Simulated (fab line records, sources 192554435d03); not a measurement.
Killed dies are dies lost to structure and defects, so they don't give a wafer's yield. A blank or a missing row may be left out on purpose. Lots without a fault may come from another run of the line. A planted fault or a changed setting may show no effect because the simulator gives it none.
fab line records | flow n5_finfet
record lots=10 wafers=30 last_day=18
route steps=1938 shown BEOL_M13@1703 BEOL_M14@1716
lots that met no fault: from a run of the same line without faults
start_h: hours from the record's first day to the start of the lot's first wafer shown | wait_h: hours since the lot's step before | " the same as in the row above | L1.1+2: a row that stands for several wafers | - no value, or no start given | * or withheld: withheld | < > ~ a bound
route shown NAME@n: a module of which the file shows steps, and the number in the route of the first | usual: mean/standard deviation of fault-free wafers | same: alike in all rows | chamber/n: place in a boat | sites: the reading at each site | _std_site: their standard deviation | _edge_site: outer sites' mean less inner sites' | radius_mm: how far each site lies from the wafer's centre | mask NAME#n: copy n | behind: the tool/chamber that last shaped the wafer | hold: why the lot was held/for how many hours/how that ended | device: the transistor (n, p or np) that didn't switch | end of line: the same wafers' tests at the end of the route | a step without rows: its recipe alone | killed: dies lost to structure and defects at the first sort, not the wafer's yield | map: a wafer's dies, x killed, . not, _ none there
set.NAME: the setting as run; set.NAME@STEP: as run at that earlier step | model.NAME: the simulator's own value behind a step, which no gauge read
steps of the route over a sample of lots; a table a step, a row a wafer
services: from which hour (start_h, from the record's first day; less than 0 if before it) a tool's chamber was out of use, for how many hours, and why
## steps
# step N5_BEOL_M13_DEGAS_41
# recipe ambient=vacuum temp_c=250 time_s=60
# usual heater_power_w=329/31 susceptor_temp_C=250.01/0.18
# same time_s=60
# columns lot.wafer tool chamber start_h wait_h heater_power_w susceptor_temp_C
L399.2 pvd_sputter-02 - 237.06 0.3 336 250.10
L399.3 " - " " 316 250.17
L399.4 " - " " 315 249.83
L401.1 pvd_sputter-02 - 244.13 0.2 307 249.83
L401.3 " - " " 359 249.95
L401.4 " - " " 316 249.89
L403.1 pvd_sputter-02 - 258.87 0.2 313 249.99
L403.3 " - " " 346 250.19
L403.6 " - " " 340 249.94
L405.1 pvd_sputter-03 - 269.54 0.5 413 249.55
L405.2 " - " " 331 249.90
L405.4 " - " " 393 250.48
L406.1 pvd_sputter-01 - 284.51 0.1 370 250.03
L406.2 " - " " 339 249.89
L406.3 " - " " 289 249.70
L407.1 pvd_sputter-01 - 293.06 0.6 338 250.40
L407.2 " - " " 288 250.13
L407.6 " - " " 330 250.21
L419.2 pvd_sputter-01 - 355.49 1.5 371 249.86
L419.5 " - " " 298 250.24
L419.6 " - " " 366 249.96
L416.2 pvd_sputter-01 - 361.64 1.2 334 250.12
L416.3 " - " " 284 250.06
L416.4 " - " " 369 250.40
L418.2 pvd_sputter-02 - 362.10 0.3 334 249.63
L418.4 " - " " 310 249.96
L418.6 " - " " 311 249.98
L422.1 pvd_sputter-02 - 388.97 0.6 319 250.07
L422.4 " - " " 359 249.83
L422.5 " - " " 309 250.12
# step N5_BEOL_M13_THK_MEAS_50
# recipe thk_meas_gauge=xrf reads=Cu_of_BEOL_M13_ECD_47
# usual M13_THK=432/7
# columns lot.wafer tool chamber start_h wait_h M13_THK[nm]
L399.2 film_metro-01 - 238.41 - 427
L399.3 " - " " 442
L399.4 " - " " 428
L401.1 film_metro-02 - 245.40 - 425
L401.3 " - " " 423
L401.4 " - " " 426
L403.1 film_metro-02 - 260.68 - 442
L403.3 " - " " 433
L403.6 " - " " 428
L405.1 film_metro-01 - 270.69 - 421
L405.2 " - " " 429
L405.4 " - " " 419
L406.1 film_metro-01 - 287.21 - 431
L406.2 " - " " 430
L406.3 " - " " 438
L407.1 film_metro-01 - 294.78 - 427
L407.2 " - " " 431
L407.6 " - " " 435
L419.2 film_metro-01 - 356.60 - 431
L419.5 " - " " 423
L419.6 " - " " 430
L416.2 film_metro-02 - 362.92 - 435
L416.3 " - " " 417
L416.4 " - " " 431
L418.2 film_metro-01 - 363.21 - 426
L418.4 " - " " 423
L418.6 " - " " 441
L422.1 film_metro-02 - 390.10 - 438
L422.4 " - " " 435
L422.5 " - " " 426
# step N5_BEOL_M13_DEP_53
# recipe material=SiCN target_thk_a=500 temp_c=withheld precursor=3MS/NH3 pressure_torr=3 rf_w=675 time_s=17.8
# usual showerhead_plenum_p_Torr=4.162/0.023 throttle_valve_pct=18.2/0.85
# same time_s=17.8
# columns lot.wafer tool chamber start_h wait_h showerhead_plenum_p_Torr throttle_valve_pct
L399.2 pecvd-03 1 238.47 0.0 4.170 18.8
L399.3 " 2 " " 4.147 18.5
L399.4 " 1 " " 4.175 19.2
L401.1 pecvd-04 0 245.46 0.0 4.171 17.3
L401.3 " 1 " " 4.147 19.1
L401.4 " 1 " " 4.161 19.2
L403.1 pecvd-04 2 260.74 0.0 4.182 17.0
L403.3 " 1 " " 4.154 19.1
L403.6 " 1 " " 4.149 19.5
L405.1 pecvd-01 0 270.78 0.0 4.153 17.9
L405.2 " 1 " " 4.169 18.7
L405.4 " 1 " " 4.167 18.8
L406.1 pecvd-01 1 287.27 0.0 4.168 18.5
L406.2 " 2 " " 4.195 17.3
L406.3 " 0 " " 4.153 18.5
L407.1 pecvd-04 0 294.84 0.0 4.166 17.2
L407.2 " 1 " " 4.158 19.0
L407.6 " 1 " " 4.143 19.0
L419.2 pecvd-03 2 356.66 0.0 4.144 18.8
L419.5 " 0 " " 4.115 18.9
L419.6 " 2 " " 4.165 19.2
L416.2 pecvd-04 1 362.99 0.0 4.144 19.0
L416.3 " 2 " " 4.190 16.8
L416.4 " 0 " " 4.155 17.3
L418.2 pecvd-01 0 363.27 0.0 4.143 18.5
L418.4 " 2 " " 4.191 16.9
L418.6 " 0 " " 4.162 18.4
L422.1 pecvd-01 0 390.16 0.0 4.151 18.4
L422.4 " 1 " " 4.189 18.8
L422.5 " 2 " " 4.190 16.9
# step N5_BEOL_M14_ILD_DEP_00
# recipe material=SiO2 target_thk_a=11193 temp_c=400 precursor=TEOS/O2 pressure_torr=6.5 rf_w=900 teos_flow_sccm=161.4 gas=O2 flow_sccm=2650 time_s=237.4
# usual heater_power_w=568/120 run_length_s=280.6/0.67 showerhead_plenum_p_Torr=8.37/0.031 susceptor_temp_C=400.00/0.25 throttle_valve_pct=18.5/0.68
# columns lot.wafer tool chamber start_h wait_h heater_power_w run_length_s showerhead_plenum_p_Torr susceptor_temp_C throttle_valve_pct
L399.2 pecvd-01 0 238.60 0.0 523 280.4 8.33 400.11 18.7
L399.3 " 2 " " 722 281.4 8.39 399.96 17.4
L399.4 " 1 " " 702 281.8 8.38 400.40 19.2
L401.1 pecvd-02 2 245.59 0.0 411 282.1 8.37 400.27 18.0
L401.3 " 0 " " 567 280.1 8.43 400.05 18.2
L401.4 " 2 " " 445 282.0 8.37 399.96 18.0
L403.1 pecvd-02 0 260.87 0.0 558 279.9 8.41 400.13 18.3
L403.3 " 1 " " 470 279.8 8.38 399.92 19.3
L403.6 " 0 " " 641 280.3 8.42 399.96 18.3
L405.1 pecvd-02 2 270.91 0.0 442 281.4 8.36 399.72 18.1
L405.2 " 1 " " 516 279.8 8.37 399.95 19.1
L405.4 " 0 " " 543 280.1 8.41 400.03 18.4
L406.1 pecvd-02 2 287.40 0.0 353 281.5 8.34 399.62 18.2
L406.2 " 1 " " 451 280.3 8.37 399.58 18.8
L406.3 " 0 " " 669 279.8 8.41 399.80 18.3
L407.1 pecvd-02 2 294.97 0.0 429 281.7 8.37 399.88 18.2
L407.2 " 0 " " 543 279.8 8.42 400.02 17.9
L407.6 " 0 " " 639 279.9 8.43 399.90 18.1
L419.2 pecvd-04 1 356.79 0.0 725 279.3 8.36 400.16 19.7
L419.5 " 0 " " 744 280.8 8.35 400.11 17.6
L419.6 " 1 " " 784 279.3 8.34 399.85 19.5
L416.2 pecvd-02 0 363.12 0.0 638 467.3 8.42 399.58 18.0
L416.3 " 1 " " 508 280.5 8.36 400.07 19.3
L416.4 " 0 " " 680 280.7 8.42 399.72 18.2
L418.2 pecvd-02 1 363.40 0.0 384 467.3 8.35 400.14 18.8
L418.4 " 2 " " 466 281.1 8.36 399.92 18.2
L418.6 " 0 " " 661 280.6 8.40 400.28 18.3
L422.1 pecvd-01 0 390.29 0.0 507 280.3 8.34 399.87 19.1
L422.4 " 1 " " 543 281.0 8.36 400.13 19.3
L422.5 " 0 " " 567 280.8 8.33 399.73 19.0
# step N5_BEOL_M14_THK_MEAS_01
# recipe reads=SiO2_of_BEOL_M14_ILD_DEP_00
# usual M14_ILD_THK=1113/14
# columns lot.wafer tool chamber start_h wait_h M14_ILD_THK[nm]
L399.2 film_metro-02 - 238.79 0.1 1110
L399.3 " - " " 1094
L399.4 " - " " 1132
L401.1 film_metro-01 - 245.78 0.1 1108
L401.3 " - " " 1097
L401.4 " - " " 1129
L403.1 film_metro-01 - 261.06 0.1 1088
L403.3 " - " " 1100
L403.6 " - " " 1103
L405.1 film_metro-01 - 271.10 0.1 1103
L405.2 " - " " 1105
L405.4 " - " " 1131
L406.1 film_metro-01 - 287.59 0.1 1092
L406.2 " - " " 1081
L406.3 " - " " 1103
L407.1 film_metro-01 - 295.16 0.1 1101
L407.2 " - " " 1101
L407.6 " - " " 1111
L419.2 film_metro-01 - 356.98 0.1 1113
L419.5 " - " " 1132
L419.6 " - " " 1125
L416.2 film_metro-01 - 363.31 0.1 1982
L416.3 " - " " 1102
L416.4 " - " " 1120
L418.2 film_metro-02 - 363.59 0.1 1965
L418.4 " - " " 1100
L418.6 " - " " 1114
L422.1 film_metro-02 - 390.48 0.1 1111
L422.4 " - " " 1109
L422.5 " - " " 1114
# step N5_BEOL_M14_CD_MEAS_17
# recipe target_cd_nm=250 polarity=opening
# usual cd_nm=250.8/1.9
# columns lot.wafer tool chamber start_h wait_h cd_nm
L399.2 cd_sem-01 - 239.75 0.0 248.4
L399.3 " - " " 249.5
L399.4 " - " " 249.7
L401.1 cd_sem-02 - 246.73 0.0 250.9
L401.3 " - " " 255.5
L401.4 " - " " 252.3
L403.1 cd_sem-03 - 261.89 0.0 251.9
L403.3 " - " " 254.1
L403.6 " - " " 250.0
L405.1 cd_sem-02 - 272.06 0.0 247.2
L405.2 " - " " 250.4
L405.4 " - " " 250.7
L406.1 cd_sem-01 - 288.54 0.0 250.2
L406.2 " - " " 252.3
L406.3 " - " " 251.4
L407.1 cd_sem-02 - 296.12 0.0 250.7
L407.2 " - " " 251.2
L407.6 " - " " 250.1
L419.2 cd_sem-02 - 360.30 0.0 253.9
L419.5 " - " " 252.1
L419.6 " - " " 253.9
L416.2 cd_sem-02 - 364.26 0.0 261.2
L416.3 " - " " 249.5
L416.4 " - " " 249.7
L418.2 cd_sem-01 - 364.56 0.0 258.6
L418.4 " - " " 251.0
L418.6 " - " " 252.7
L422.1 cd_sem-01 - 391.34 0.0 252.6
L422.4 " - " " 250.1
L422.5 " - " " 249.4
## services
# columns tool chamber start_h hours kind
pecvd-02 2 213.72 5.5 scheduled_down
pecvd-03 - 258.70 26.5 repair
pecvd-04 2 266.62 5.5 scheduled_down
pecvd-02 1 281.52 5.5 scheduled_down
pecvd-04 0 297.54 2.1 scheduled_down
pecvd-02 - 297.64 0.7 repair
pecvd-01 - 329.36 1.0 repair
pecvd-04 1 339.74 2.1 scheduled_down
pecvd-03 - 344.05 0.4 repair
pvd_sputter-03 - 355.26 3.1 repair
pecvd-02 1 383.62 - clean
pecvd-02 1 383.62 - consumable_replace:showerhead
pecvd-02 1 383.62 29.0 scheduled_down
pecvd-02 1 383.62 29.0 vent_cycle
## key
first_sign step=N5_BEOL_M14_ILD_DEP_00 reading=run_length_s direction=up sigmas=99+ usual=* struck=*
effect step=N5_BEOL_M14_THK_MEAS_01 reading=M14_ILD_THK direction=up sigmas=60 usual=1113 struck=1973
effect step=N5_BEOL_M14_CD_MEAS_17 reading=cd_nm direction=up sigmas=4.8 usual=250.8 struck=259.9
met_at N5_BEOL_M14_ILD_DEP_00
struck_lots L416,L418
struck_wafers L416.2,L418.2
not_acting_at N5_BEOL_M13_DEGAS_41,N5_BEOL_M13_THK_MEAS_50,N5_BEOL_M13_DEP_53
onset_between 294.97 363.12
fault kind=process_parameter_drift tool=pecvd-02 chamber=- onset_h=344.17 steps=N5_BEOL_M14_ILD_DEP_00 channel=time_s offset=* shape=step end_h=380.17 scope=struck_wafers_only acts_in=* stated=*
